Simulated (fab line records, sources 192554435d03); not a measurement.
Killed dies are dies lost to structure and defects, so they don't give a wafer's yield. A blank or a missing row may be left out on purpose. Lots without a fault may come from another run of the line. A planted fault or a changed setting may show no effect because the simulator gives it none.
A struck lot beside a sound one | flow n5_finfet | 40 steps out of a route of 1938
Sound: wafers L696.1, L696.3, L696.5. Struck: wafer L691.3. (L691.4 of the same lot was not struck and is left out.) The cause comes at the end.
At each step with rows: each side's tool, then ch and its chambers, then its first start. Under that, the readings that differ: sound wafers | struck wafers | difference of the means | sigmas: that difference in standard deviations of wafers without a fault.
alike: readings whose means differ by less than 2 such deviations, and words and numbers that are the same on both sides. not compared: withheld readings, readings that some wafer has no value for, bounds like >300 that may hide the same value, and numbers for which the record gives no deviation and whose values overlap.
The two part at a step that has a row with sigmas, a row that says differs or no value, or rows on one side only. Numbers that don't overlap but have no deviation are shown without sigmas and don't part them. A reading that every wafer of one side lacks parts them only if that side has two wafers or more.

first, 11 steps without rows for these wafers: N5_BEOL_M0_SAQP_SPACER1_ETCHBACK_99 (etches SiO2 in CHF3/O2, target depth 15.4 nm, time 7.7 s); N5_BEOL_M0_SAQP_MANDREL1_REMOVE_100 (chemistry HBr/Cl2/O2, target a-Si, stops on SiNx, bt time 10 s); N5_BEOL_M0_SAQP_ETCH_101 (etches SiNx in CH3F/O2, target depth 29.9 nm, time 42.7 s); N5_BEOL_M0_SAQP_ETCH_102 (etches SiO2 in CF4, target depth 4 nm, time 4.4 s); N5_BEOL_M0_SAQP_MANDREL_ETCH_103 (etches a-Si in HBr/Cl2, stops on SiCN, target depth 45 nm, bt time 10 s, time 27 s); N5_BEOL_M0_SAQP_RECESS_104 (chemistry HF/NH3, target SiO2, target depth 18 nm, afs cycles 3, sublimation time 60 s); N5_BEOL_M0_SAQP_COAT_105 (time 60 s, resist thk 100 nm); N5_BEOL_M0_SAQP_ETCH_106 (etches SOC in N2/H2, stops on SiNx, target depth 150 nm); N5_BEOL_M0_SAQP_ETCH_107 (etches SiNx in CH3F/O2, target depth 30 nm); N5_BEOL_M0_SAQP_STRIP_108 (strips in N2/H2); N5_BEOL_M0_SAQP_RECESS_109 (chemistry HF/NH3, target SiO2, target depth 3 nm, afs cycles 1, sublimation time 60 s).
N5_BEOL_M0_SAQP_SPACER2_ALD_26: deposits SiO2, target thk 15 nm, pulse time 1 s, purge time 2 s.
  sound on ald_sin-04 ch 0,1,3, day 11 02:37; struck on ald_sin-03 ch 0, day 10 02:45
  reading                                               | sound    | struck | difference | sigmas
  model.SiO2_of_BEOL_M0_SAQP_SPACER2_ALD_26.thk_nm (nm) | 15 15 15 | 10.6   | -4.4       |
  alike: heater_power_w, precursor_pulse_height_rel, susceptor_temp_C
then, 1 step without rows for these wafers: N5_BEOL_M0_SAQP_SPACER2_ETCHBACK_27 (etches SiO2 in CHF3/O2, target depth 22.5 nm, time 11.25 s).
N5_BEOL_M0_SAQP_MANDREL2_REMOVE_110: chemistry HBr/Cl2/O2, target a-Si, stops on SiCN, bt time 10 s.
  sound on rie_si-05 ch 0,1,3, day 11 03:19; struck on rie_si-02 ch 3, day 10 03:23
  reading                                               | sound          | struck | difference | sigmas
  model.SiO2_of_BEOL_M0_SAQP_SPACER2_ALD_26.thk_nm (nm) | 10.6 10.6 10.6 | 6.2    | -4.4       |
  model.BEOL_M0_SAQP.cd_nm (nm)                         | 15.2 15.2 15   | 10.8   | -4.3       |
  alike: drypump_motor_current_A, he_backside_leak_sccm, oes_product_au, throttle_valve_pct
  not compared: rf_hours_counter_h
N5_BEOL_M0_SAQP_CD_MEAS_29: target cd 14.4 nm.
  sound on cd_sem-03 ch 0, day 11 03:25; struck on cd_sem-02 ch 0, day 10 03:30
  reading    | sound             | struck | difference | sigmas
  cd_nm (nm) | 15.17 15.05 15.13 | 10.68  | -4.44      | -20
then, 23 steps without rows for these wafers: N5_BEOL_M0_SAQP_COAT_69 (time 60 s, resist thk 90 nm); N5_BEOL_M0_SAQP_COAT_72 (time 60 s, resist thk 15 nm); N5_BEOL_M0_SAQP_COAT_87 (time 60 s, resist thk 5 nm); N5_BEOL_M0_SAQP_COAT_34 (resist thk 30 nm); N5_BEOL_M0_SAQP_EBR_36; N5_BEOL_M0_SAQP_SOFTBAKE_35 (time 60 s); N5_BEOL_M0_SAQP_EXPOSE_37 (exposes mask M0 CUT1, target cd 30 nm); N5_BEOL_M0_SAQP_PEB_38 (peb time 60 s); N5_BEOL_M0_SAQP_DEVELOP_39 (develop time 30 s); N5_BEOL_M0_SAQP_DESCUM_45 (chemistry O2, time 7 s); N5_BEOL_M0_SAQP_ETCH_88 (etches underlayer in N2/H2, target depth 6.5 nm, time 5.2 s); N5_BEOL_M0_SAQP_ETCH_73 (etches SiARC in CF4, target depth 19.5 nm, time 32.5 s); N5_BEOL_M0_SAQP_CUT_ETCH_46 (etches SOC in N2/H2, target depth 135 nm, overetch 27 nm, time 202.5 s); N5_BEOL_M0_SAQP_STRIP_74 (strips in N2/H2); N5_BEOL_M0_SAQP_STRIP_89 (strips in N2/H2); N5_BEOL_M0_SAQP_ALD_48 (deposits SiO2, target thk 20 nm, pulse time 1 s, co reactant pulse time 1 s); N5_BEOL_M0_SAQP_ETCH_49 (etches SiO2 in CF4/O2, target depth 37 nm); N5_BEOL_M0_SAQP_STRIP_75 (strips in CF4); N5_BEOL_M0_CUTY_COAT_50 (time 60 s, resist thk 15 nm); N5_BEOL_M0_CUTY_COAT_51 (resist thk 150 nm); N5_BEOL_M0_CUTY_EBR_52; N5_BEOL_M0_CUTY_SOFTBAKE_53 (time 60 s); N5_BEOL_M0_CUTY_EXPOSE_54 (exposes mask M0 ABLK).
N5_BEOL_M4_RC_MEAS_101:
  the record has rows for the sound wafers here (prober-02 ch 0, day 14 01:37) and none for the struck ones
-- the record jumps here: 7 days lie between the struck wafers' starts before and after (it left off in module BEOL_M4 and takes up again in module PASSIVATION, whose first step shown is number 1936 of the route) --
N5_PASSIVATION_PROBE_49:
  the record has rows for the struck wafers here (prober-01, day 17 10:43) and none for the sound ones

WHERE THEY PART
First at N5_BEOL_M0_SAQP_CD_MEAS_29; last, within this record, at N5_PASSIVATION_PROBE_49.

WHY: what the simulator had put in
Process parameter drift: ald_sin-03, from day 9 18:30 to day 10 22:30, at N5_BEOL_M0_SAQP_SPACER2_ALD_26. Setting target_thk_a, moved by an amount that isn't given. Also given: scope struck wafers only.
